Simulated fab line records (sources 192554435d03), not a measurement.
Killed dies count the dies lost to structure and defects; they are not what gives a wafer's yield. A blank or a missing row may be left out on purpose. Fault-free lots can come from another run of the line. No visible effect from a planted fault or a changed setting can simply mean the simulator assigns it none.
Which tool was responsible? -- flow n5-finfet -- Sampling: 24 lots, 72 wafers, 3 of 1938 route steps

## WHAT THE GAUGES SHOWED, per wafer
N5_MOL_CONTACT_COAG_INSPECT_10: inspects for defects (brightfield). Usual: raw-defect-count 73, standard deviation 33.
lot,measured,on,raw-defect-count,flag
L074,day 4 15:41,defect-inspect-01,33 49 38,
L075,day 5 01:35,defect-inspect-02,65 58 79,
L076,day 5 03:32,defect-inspect-02,81 98 46,
L077,day 5 10:50,defect-inspect-01,50 45 40,
L078,day 5 21:08,defect-inspect-01,115 82 131,
L079,day 5 23:28,defect-inspect-01,81 51 84,
L080,day 6 02:40,defect-inspect-01,107 70 59,
L081,day 6 08:38,defect-inspect-02,57 66 66,
L082,day 6 15:41,defect-inspect-01,67 170 73,
L083,day 6 19:14,defect-inspect-01,174 162 139,
L084,day 7 03:16,defect-inspect-01,52 66 68,
L085,day 7 13:46,defect-inspect-01,57 65 50,
L086,day 7 15:57,defect-inspect-02,98 112 110,
L087,day 7 20:44,defect-inspect-02,70 85 70,
L088,day 8 06:52,defect-inspect-01,44 67 78,
L089,day 8 07:55,defect-inspect-01,14 44 54,
L090,day 8 14:21,defect-inspect-01,86 56 53,
L091,day 8 21:59,defect-inspect-02,177 81 57,
L092,day 9 04:25,defect-inspect-01,59 84 38,
L093,day 9 08:58,defect-inspect-01,60 73 53,
L094,day 9 21:37,defect-inspect-02,52 42 56,
L095,day 10 02:53,defect-inspect-02,114 84 34,
L096,day 10 08:29,defect-inspect-01,110 83 82,
L097,day 10 10:35,defect-inspect-02,67 84 83,

## WHICH TOOL RAN EACH LOT (tool, then ch and the chambers of the sampled wafers, then the start)
lot,N5_HKMG_FIN_STRIP_69,N5_GATE_CUT_CMP_43
L074,"plasma-asher-02 ch 0,1, day 4 06:10","cmp-03 ch 1,2,3, day 4 14:37"
L075,"plasma-asher-01 ch 0,1, day 4 14:51","cmp-03 ch 0,1,2, day 5 00:21"
L076,"plasma-asher-02 ch 0,1, day 4 17:04","cmp-03 ch 0,1,3, day 5 02:31"
L077,"plasma-asher-01 ch 0,1, day 5 01:16","cmp-04 ch 0,1,3, day 5 09:42"
L078,"plasma-asher-02 ch 0,1, day 5 11:17","cmp-03 ch 1,2,3, day 5 20:05"
L079,"plasma-asher-01 ch 0,1, day 5 14:04","cmp-04 ch 0,2,3, day 5 22:20"
L080,"plasma-asher-01 ch 0, day 5 17:26","cmp-03 ch 0,1,3, day 6 01:31"
L081,"plasma-asher-01 ch 1, day 5 22:58","cmp-04 ch 1,2, day 6 07:29"
L082,"plasma-asher-02 ch 0,1, day 6 06:32","cmp-01 ch 0,1,2, day 6 14:44"
L083,"plasma-asher-02 ch 0,1, day 6 09:45","cmp-03 ch 0,2,3, day 6 18:02"
L084,"plasma-asher-01 ch 0,1, day 6 17:55","cmp-01 ch 1,2, day 7 02:10"
L085,"plasma-asher-01 ch 0,1, day 7 04:31","cmp-01 ch 0,1,3, day 7 12:45"
L086,"plasma-asher-02 ch 0,1, day 7 06:52","cmp-03 ch 0,2,3, day 7 14:52"
L087,"plasma-asher-02 ch 0,1, day 7 11:32","cmp-03 ch 1,2, day 7 19:41"
L088,"plasma-asher-02 ch 1, day 7 21:33","cmp-01 ch 0,2,3, day 8 05:44"
L089,"plasma-asher-02 ch 0,1, day 7 22:26","cmp-04 ch 1,2,3, day 8 06:53"
L090,"plasma-asher-02 ch 0,1, day 8 04:58","cmp-04 ch 0,2, day 8 13:08"
L091,"plasma-asher-02 ch 0,1, day 8 10:22","cmp-04 ch 2,3, day 8 20:53"
L092,"plasma-asher-02 ch 0,1, day 8 18:45","cmp-04 ch 0,1,2, day 9 03:29"
L093,"plasma-asher-02 ch 0,1, day 8 22:53","cmp-04 ch 2,3, day 9 07:45"
L094,"plasma-asher-01 ch 0,1, day 9 11:59","cmp-01 ch 0,2,3, day 9 20:24"
L095,"plasma-asher-02 ch 0,1, day 9 17:11","cmp-01 ch 0,1,3, day 10 01:47"
L096,"plasma-asher-01 ch 0,1, day 9 23:00","cmp-01 ch 0,1,3, day 10 07:28"
L097,"plasma-asher-02 ch 1, day 10 00:04","cmp-03 ch 0,1, day 10 09:26"
- N5_HKMG_FIN_STRIP_69: strips in N2/H2, time 360 s.
- N5_GATE_CUT_CMP_43: polishes SiO2.

## WHAT THE TOOLS THEMSELVES READ (means of the sampled wafers that have a number; where no wafer has one, the mark that the record gives instead)
N5_HKMG_FIN_STRIP_69. Usual: drypump-motor-current-A 5.4 A, standard deviation 0.59; heater-power-w 452 W, standard deviation 25.
lot,tool,drypump-motor-current-A (A),heater-power-w (W),flag
L074,plasma-asher-02,5.1,427,
L075,plasma-asher-01,5.7,469,
L076,plasma-asher-02,5.1,431,
L077,plasma-asher-01,6.2,468,
L078,plasma-asher-02,5.0,452,
L079,plasma-asher-01,5.7,469,
L080,plasma-asher-01,6.6,477,
L081,plasma-asher-01,5.3,469,
L082,plasma-asher-02,5.1,430,
L083,plasma-asher-02,5.1,431,
L084,plasma-asher-01,6.2,468,
L085,plasma-asher-01,5.7,472,
L086,plasma-asher-02,5.1,429,
L087,plasma-asher-02,5.1,428,
L088,plasma-asher-02,5.2,414,
L089,plasma-asher-02,5.0,451,
L090,plasma-asher-02,5.1,432,
L091,plasma-asher-02,5.1,427,
L092,plasma-asher-02,5.0,451,
L093,plasma-asher-02,5.1,449,
L094,plasma-asher-01,5.7,468,
L095,plasma-asher-02,5.0,451,
L096,plasma-asher-01,5.7,469,
L097,plasma-asher-02,5.2,419,

N5_GATE_CUT_CMP_43. Usual: edge-zone-pressure-frac 1.000, standard deviation 0.0044; motor-current-A 12.4 A, standard deviation 1.3.
lot,tool,edge-zone-pressure-frac,motor-current-A (A),flag
L074,cmp-03,0.995,12.2,
L075,cmp-03,1.002,11.4,
L076,cmp-03,1.001,12.1,
L077,cmp-04,0.997,13.3,
L078,cmp-03,0.995,12.5,
L079,cmp-04,1.004,12.8,
L080,cmp-03,0.998,12.2,
L081,cmp-04,1.004,14.6,
L082,cmp-01,0.997,12.0,
L083,cmp-03,0.999,11.8,
L084,cmp-01,1.000,11.4,
L085,cmp-01,1.004,12.3,
L086,cmp-03,0.997,11.8,
L087,cmp-03,0.999,11.5,
L088,cmp-01,0.999,11.5,
L089,cmp-04,0.996,13.8,
L090,cmp-04,0.997,13.7,
L091,cmp-04,0.999,13.4,
L092,cmp-04,1.004,13.8,
L093,cmp-04,0.997,13.5,
L094,cmp-01,1.001,11.7,
L095,cmp-01,1.000,11.9,
L096,cmp-01,0.997,12.5,
L097,cmp-03,0.995,11.4,

## THE ANSWER, worked out from the rows above alone
Rule: a lot counts as off when the mean over its wafers that have a number is more than 3 standard deviations away from the usual mean. Also off: a lot with no number at a reading for which 4 or more lots have one. The other lots that the step has rows for count as sound. First the gauges in route order, then the tools' own readings, where a lot's mean is used as printed above. At the first step where some lot is off, the reading lying furthest off is the one used; lots without a number count as furthest.
None of the lots is off at any reading shown; this tells nothing.

## WHAT THE SIMULATOR HAD PUT IN
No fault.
